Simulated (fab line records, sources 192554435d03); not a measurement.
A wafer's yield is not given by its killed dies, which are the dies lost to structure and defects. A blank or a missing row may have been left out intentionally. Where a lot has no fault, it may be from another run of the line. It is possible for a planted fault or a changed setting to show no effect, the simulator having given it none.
Which of the tools did it? -- flow n5Finfet -- 14 lots with 42 wafers sampled at 6 steps, on a route of 1938 steps

== WHAT THE GAUGES READ, wafer by wafer ==
N5_SD_EPI_N_CD_MEAS_09: target cd 120 nm.
lot,measured,on,cdNm (nm)
L859,day 3 07:44,cdSem-03,119.4 118.8 119.9
L860,day 3 16:35,cdSem-02,119.8 120.1 120.0
L861,day 3 22:29,cdSem-02,120.5 123.1 121.4
L862,day 4 01:02,cdSem-01,118.3 117.7 119.1
L865,day 4 23:13,cdSem-02,121.5 119.9 120.9
L871,day 6 10:53,cdSem-02,60.0 62.0 61.3
L872,day 6 13:47,cdSem-03,68.6 68.0 67.7
L873,day 6 18:41,cdSem-01,120.6 120.1 120.2
L874,day 6 23:16,cdSem-02,118.1 117.7 118.3
L875,day 7 05:05,cdSem-01,117.8 118.0 117.2
L876,day 7 18:56,cdSem-01,118.3 117.1 118.6
L879,day 8 14:29,cdSem-01,119.3 118.0 119.1
L880,day 8 16:39,cdSem-03,120.9 121.6 118.9
L881,day 8 19:14,cdSem-01,117.6 118.1 119.2

N5_BEOL_M4_RC_MEAS_101.
lot,measured,on,DIBL_N (mV/V),DIBL_P (mV/V),IOFF_N (nA/um),IOFF_P (nA/um),ION_N (uA/um),ION_P (uA/um),SS_N (mV/dec),SS_P (mV/dec),VT_N (mV),VT_P (mV)
L859,day 8 09:23,prober-02,39.1 42.8 39.8,41.0 44.9 39.7,0.19 0.27 0.20,0.25 0.32 0.21,673 691 665,457 466 449,72.4 72.8 72.5,73.9 75.0 73.8,251 246 248,-250 -248 -252
L860,day 8 06:40,prober-01,35.9 36.8 33.4,36.2 37.7 33.5,0.15 0.17 0.12,0.18 0.21 0.15,662 678 659,449 462 454,71.2 71.3 70.8,73.6 73.8 73.1,251 250 251,-252 -249 -253
L861,day 8 11:45,prober-01,34.5 36.0 32.3,33.9 36.7 32.2,0.12 0.16 0.10,0.16 0.21 0.14,665 681 654,454 467 457,71.7 72.5 70.5,72.6 72.8 71.8,255 247 256,-255 -249 -255
L862,day 8 22:14,prober-01,34.4 32.4 35.2,35.5 31.9 36.7,0.13 0.10 0.15,0.21 0.16 0.22,640 650 673,448 450 462,71.0 69.9 70.7,73.1 72.2 72.9,254 256 248,-250 -253 -248
L865,day 9 08:49,prober-01,39.1 37.8 33.6,39.1 37.3 33.6,0.22 0.18 0.12,0.26 0.23 0.18,677 688 665,466 466 458,72.4 71.4 70.8,74.1 74.0 73.1,244 250 250,-248 -249 -251
L873,day 11 10:58,prober-02,39.1 34.5 38.9,39.9 33.9 38.1,0.23 0.13 0.21,0.28 0.17 0.23,689 662 670,468 451 459,72.3 71.2 72.5,74.1 72.6 73.4,244 250 247,-245 -253 -250
L874,day 12 15:23,prober-01,38.5 34.5 37.0,37.5 32.4 36.0,0.20 0.12 0.15,0.24 0.15 0.21,675 657 662,458 453 451,72.3 70.6 71.0,73.6 73.1 73.9,247 256 250,-248 -257 -251
L875,day 12 07:19,prober-02,37.8 38.4 37.0,36.1 36.1 35.6,0.15 0.17 0.15,0.22 0.22 0.22,676 679 685,467 465 476,72.1 72.0 71.7,73.2 73.1 73.2,249 250 249,-249 -248 -250
L876,day 13 02:29,prober-01,37.0 35.0 35.4,39.0 34.6 36.6,0.17 0.12 0.13,0.27 0.20 0.22,674 654 661,469 461 467,71.6 71.4 71.2,73.9 72.7 73.8,252 254 253,-246 -250 -247
L879,day 13 12:19,prober-02,35.4 37.1 35.8,36.3 36.9 36.5,0.14 0.15 0.14,0.18 0.18 0.18,678 657 663,464 441 458,70.8 71.9 71.3,73.9 73.3 73.5,252 253 250,-254 -256 -256
L880,day 13 16:30,prober-01,36.7 37.6 35.3,36.9 36.4 34.9,0.18 0.17 0.13,0.19 0.18 0.17,676 668 651,455 445 452,71.4 71.6 70.8,74.0 73.9 72.3,246 247 251,-254 -255 -256
L881,day 14 01:40,prober-01,36.2 37.2 38.3,36.3 37.4 38.5,0.15 0.18 0.20,0.22 0.22 0.26,688 674 703,473 459 484,71.5 72.4 71.7,73.5 74.0 73.7,248 249 243,-250 -252 -248

== TOOL THAT RAN EACH LOT (tool first, then ch and the chambers of the sampled wafers, then the start) ==
lot,N5_DUMMY_GATE_TRIM_49,N5_DUMMY_GATE_HM_OPEN_21,N5_DUMMY_GATE_ETCH_23,N5_SD_EPI_N_PEB_07
L859,"rieSi-06 ch 0,1,2, day 3 05:39","rieDiel-01 ch 0,2,3, day 3 05:56","rieSi-01 ch 0,1,2, day 3 06:08","lithoTrack-01 ch 0, day 3 07:40"
L860,"rieSi-04 ch 1,2, day 3 14:20","rieDiel-01 ch 1,2,3, day 3 14:39","rieSi-06 ch 1,3, day 3 14:50","lithoTrack-01 ch 0, day 3 16:31"
L861,"rieSi-04 ch 0,1,2, day 3 19:11","rieDiel-03 ch 0,1,3, day 3 19:32","rieSi-06 ch 0,1,3, day 3 19:44","lithoTrack-04 ch 0, day 3 22:25"
L862,"rieSi-04 ch 0,1,2, day 3 23:02","rieDiel-01 ch 2,3, day 3 23:22","rieSi-04 ch 1,2, day 3 23:34","lithoTrack-03 ch 0, day 4 00:58"
L865,"rieSi-04 ch 0,1,3, day 4 18:12","rieDiel-03 ch 2,3, day 4 18:29","rieSi-04 ch 0,1,3, day 4 18:41","lithoTrack-04 ch 0, day 4 23:10"
L871,"rieSi-01 ch 0,1,2, day 6 08:54","rieDiel-06 ch 1,2,3, day 6 09:11","rieSi-01 ch 0,1,3, day 6 09:22","lithoTrack-01 ch 0, day 6 10:49"
L872,"rieSi-01 ch 0,1,2, day 6 11:47","rieDiel-06 ch 0,2,3, day 6 12:05","rieSi-06 ch 0,1,3, day 6 12:16","lithoTrack-01 ch 0, day 6 13:43"
L873,"rieSi-04 ch 0,1,3, day 6 16:38","rieDiel-01 ch 0,1,2, day 6 17:09","rieSi-04 ch 0,1,3, day 6 17:20","lithoTrack-04 ch 0, day 6 18:37"
L874,"rieSi-06 ch 0,2,3, day 6 21:05","rieDiel-03 ch 0,1, day 6 21:27","rieSi-04 ch 0,3, day 6 21:39","lithoTrack-03 ch 0, day 6 23:11"
L875,"rieSi-06 ch 1,2,3, day 7 03:15","rieDiel-06 ch 0,1,3, day 7 03:34","rieSi-01 ch 0,2, day 7 03:45","lithoTrack-03 ch 0, day 7 05:01"
L876,"rieSi-01 ch 2,3, day 7 17:00","rieDiel-03 ch 0,2, day 7 17:17","rieSi-01 ch 0,3, day 7 17:29","lithoTrack-03 ch 0, day 7 18:52"
L879,"rieSi-01 ch 2,3, day 8 11:20","rieDiel-03 ch 1,2, day 8 11:37","rieSi-06 ch 1,2, day 8 11:49","lithoTrack-03 ch 0, day 8 14:25"
L880,"rieSi-04 ch 0,2,3, day 8 14:43","rieDiel-06 ch 0,1, day 8 15:00","rieSi-01 ch 0,2, day 8 15:12","lithoTrack-04 ch 0, day 8 16:35"
L881,"rieSi-04 ch 1,3, day 8 15:21","rieDiel-06 ch 1,2,3, day 8 15:41","rieSi-01 ch 0,1,2, day 8 15:52","lithoTrack-03 ch 0, day 8 19:10"
- N5_DUMMY_GATE_TRIM_49: chemistry O2, time 29 s, target cd 14 nm.
- N5_DUMMY_GATE_HM_OPEN_21: chemistry CH3F/O2, target SiNx, target depth 120 nm, time 171.4 s.
- N5_DUMMY_GATE_ETCH_23: etches poly-Si in HBr/Cl2/O2, target depth 41 nm, time 22.3 s.
- N5_SD_EPI_N_PEB_07: peb time 60 s.

== AS READ BY THE TOOLS THEMSELVES (means over the sampled wafers that have a number; for cases with no such wafer, the mark the record gives instead) ==
N5_DUMMY_GATE_TRIM_49.
lot,tool,drypumpMotorCurrentA (A),oesProductAu (a.u.),throttleValvePct (%)
L859,rieSi-06,5.8,0.974,8.23
L860,rieSi-04,5.8,0.983,8.16
L861,rieSi-04,5.8,0.970,8.26
L862,rieSi-04,5.8,0.989,8.26
L865,rieSi-04,5.5,0.987,8.34
L871,rieSi-01,5.3,0.967,8.03
L872,rieSi-01,5.3,0.981,8.02
L873,rieSi-04,5.5,0.985,8.33
L874,rieSi-06,5.8,0.987,8.11
L875,rieSi-06,5.9,0.994,8.20
L876,rieSi-01,5.8,0.967,8.03
L879,rieSi-01,5.8,0.985,7.99
L880,rieSi-04,5.9,0.994,8.32
L881,rieSi-04,5.5,0.982,8.26

N5_DUMMY_GATE_HM_OPEN_21.
lot,tool,drypumpMotorCurrentA (A),oesProductAu (a.u.),rfVppV (V),showerheadPlenumPTorr (Torr),throttleValvePct (%)
L859,rieDiel-01,5.4,0.76,297,2.06,16.66
L860,rieDiel-01,5.4,0.76,299,2.08,16.71
L861,rieDiel-03,6.1,0.77,298,2.01,16.57
L862,rieDiel-01,5.4,0.78,298,2.06,16.66
L865,rieDiel-03,6.1,0.73,312,2.05,16.45
L871,rieDiel-06,6.0,0.80,296,2.01,16.53
L872,rieDiel-06,6.0,0.76,290,1.94,16.47
L873,rieDiel-01,5.5,0.71,297,2.07,16.75
L874,rieDiel-03,6.4,0.71,298,1.99,16.80
L875,rieDiel-06,6.3,0.81,292,1.99,16.28
L876,rieDiel-03,5.9,0.73,310,2.09,16.73
L879,rieDiel-03,6.6,0.69,303,1.98,16.76
L880,rieDiel-06,6.5,0.79,292,2.00,16.29
L881,rieDiel-06,6.0,0.78,296,2.00,16.56

N5_DUMMY_GATE_ETCH_23.
lot,tool,drypumpMotorCurrentA (A),oesProductAu (a.u.),throttleValvePct (%)
L859,rieSi-01,5.3,0.985,37.0
L860,rieSi-06,6.3,1.000,37.9
L861,rieSi-06,6.2,0.986,37.6
L862,rieSi-04,6.2,0.990,37.7
L865,rieSi-04,5.5,0.974,37.2
L871,rieSi-01,5.3,0.976,37.2
L872,rieSi-06,6.1,0.991,37.6
L873,rieSi-04,5.6,0.982,37.3
L874,rieSi-04,5.6,0.982,37.3
L875,rieSi-01,5.5,0.969,37.0
L876,rieSi-01,5.5,0.978,37.4
L879,rieSi-06,5.6,0.996,37.6
L880,rieSi-01,5.2,0.982,37.1
L881,rieSi-01,5.3,0.974,37.0

N5_SD_EPI_N_PEB_07.
lot,tool,heaterPowerTotalW (W)
L859,lithoTrack-01,176.3
L860,lithoTrack-01,176.9
L861,lithoTrack-04,175.6
L862,lithoTrack-03,175.2
L865,lithoTrack-04,176.1
L871,lithoTrack-01,369.0
L872,lithoTrack-01,367.4
L873,lithoTrack-04,174.6
L874,lithoTrack-03,176.4
L875,lithoTrack-03,174.6
L876,lithoTrack-03,175.0
L879,lithoTrack-03,175.5
L880,lithoTrack-04,176.4
L881,lithoTrack-03,176.1

== THE ANSWER, worked out from the rows above alone ==
Rule: what is usual is taken from the lots themselves. The widest of any qualifying gaps counts: lots, ordered by their means at a reading, are off when they make up no more than a third of the lots, leave a main group of 4 or more, and stand apart from it by 3 or more times the standard deviation of that group's means. Not used: any main group whose means are identical at the precision the tables above print for the reading. A lot without any number at a reading at which 4 lots or more have one is off too. The other lots that the step has rows for count as sound. The gauges are gone through in route order, then the tools' own readings, and for those a lot's mean is taken as printed above. At the first step where some lot is off, the reading lying furthest off is the one used; lots without a number count as furthest.
Off: L871, L872 (N5_SD_EPI_N_CD_MEAS_09, cdNm). For the main group the mean is 119.3 nm and the standard deviation 1.2.
A tool fits if, at a process step before that reading, it ran every lot that is off, and no sound lot after the first of them. The gauges at N5_SD_EPI_N_CD_MEAS_09 aren't tried: what is off there is off at N5_SD_EPI_N_PEB_07 too, on other tools, and a gauge's error can't cause that. One fits: lithoTrack-01 at N5_SD_EPI_N_PEB_07. Its last sound lot is L860 (day 3 16:31), its first lot that is off L871 (day 6 10:49): a fault that began between those two fits.
The tool's own readings at N5_SD_EPI_N_PEB_07 bear it out: on the lots that are off they differ by more than 5 times the standard deviation of the sound lots' means. heaterPowerTotalW reads 368.2 W there against 175.7 W on the sound lots.

== WHAT THE SIMULATOR HAD PUT IN ==
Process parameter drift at N5_SD_EPI_N_PEB_07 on lithoTrack-01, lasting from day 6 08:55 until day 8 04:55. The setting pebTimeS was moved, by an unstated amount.
Lots struck among those shown: L871, L872. The rule above reached the same finding.
